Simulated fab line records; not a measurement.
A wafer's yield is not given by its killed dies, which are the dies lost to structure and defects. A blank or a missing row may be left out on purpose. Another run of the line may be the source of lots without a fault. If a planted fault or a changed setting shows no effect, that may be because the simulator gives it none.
The same fault as seen by 2 desks :: flow n5_finfet :: each desk has only its own numbers; what lay behind them comes last

## AT THE METROLOGY DESK
What the gauges read, lot by lot, whatever tool the lot ran on: means of the sampled wafers that have a number. A lot is out of limits, marked OUT, if its mean lies more than 4 standard deviations from the usual mean; the brackets give that distance. It has 10 readings; the 7 that lie furthest out on some lot are the ones shown.
Columns: A = DIBL_N at N5_BEOL_M4_RC_MEAS_101, usual 36.1 mV/V; B = DIBL_P at N5_BEOL_M4_RC_MEAS_101, usual 36.3 mV/V; C = IOFF_N at N5_BEOL_M4_RC_MEAS_101, usual 0.162 nA/um; D = IOFF_P at N5_BEOL_M4_RC_MEAS_101, usual 0.22 nA/um; E = SS_N at N5_BEOL_M4_RC_MEAS_101, usual 71.6 mV/dec; F = SS_P at N5_BEOL_M4_RC_MEAS_101, usual 73.4 mV/dec; G = VT_N at N5_BEOL_M4_RC_MEAS_101, usual 249.4 mV
lot: L339
first seen here: day 9 10:10
A: 37.0
B: 36.2
C: 0.161
D: 0.24
E: 71.6
F: 73.0
G: 247.9

lot: L340
first seen here: day 9 10:31
A: 36.3
B: 36.7
C: 0.159
D: 0.21
E: 71.1
F: 73.2
G: 250.1

lot: L342
first seen here: day 9 17:59
A: 37.9
B: 36.7
C: 0.185
D: 0.26
E: 71.8
F: 74.0
G: 247.7

lot: L356
first seen here: day 13 08:33
A: 34.7
B: 34.7
C: 0.134
D: 0.18
E: 70.8
F: 73.3
G: 252.5
This desk found nothing out of limits on any of the 4 lots.

## DESK OF THE TOOL OWNER: pvd_sputter-03
The tool's own readings at N5_BEOL_M4_HM_DEP_02 (deposits TiN, target thk 20 nm): means of the sampled wafers that have a number, for each lot that ran on this tool. A lot is out of limits, marked OUT, if its mean lies more than 4 standard deviations from the usual mean; the brackets give that distance.
Columns: A = throttle_valve_pct at N5_BEOL_M4_HM_DEP_02, usual 29.9 %
lot: L339
first seen here: day 9 01:19
A: 29.6

lot: L340
first seen here: day 9 01:57
A: 29.3

lot: L342
first seen here: day 9 10:04
A: 29.4

lot: L356
first seen here: day 13 02:17
A: 29.7
This desk found nothing out of limits on any of the 4 lots.

## TAKEN TOGETHER
The metrology desk saw nothing out of limits.
The desk of the tool owner found nothing out of limits.

## WHAT HAD BEEN PUT IN BY THE SIMULATOR
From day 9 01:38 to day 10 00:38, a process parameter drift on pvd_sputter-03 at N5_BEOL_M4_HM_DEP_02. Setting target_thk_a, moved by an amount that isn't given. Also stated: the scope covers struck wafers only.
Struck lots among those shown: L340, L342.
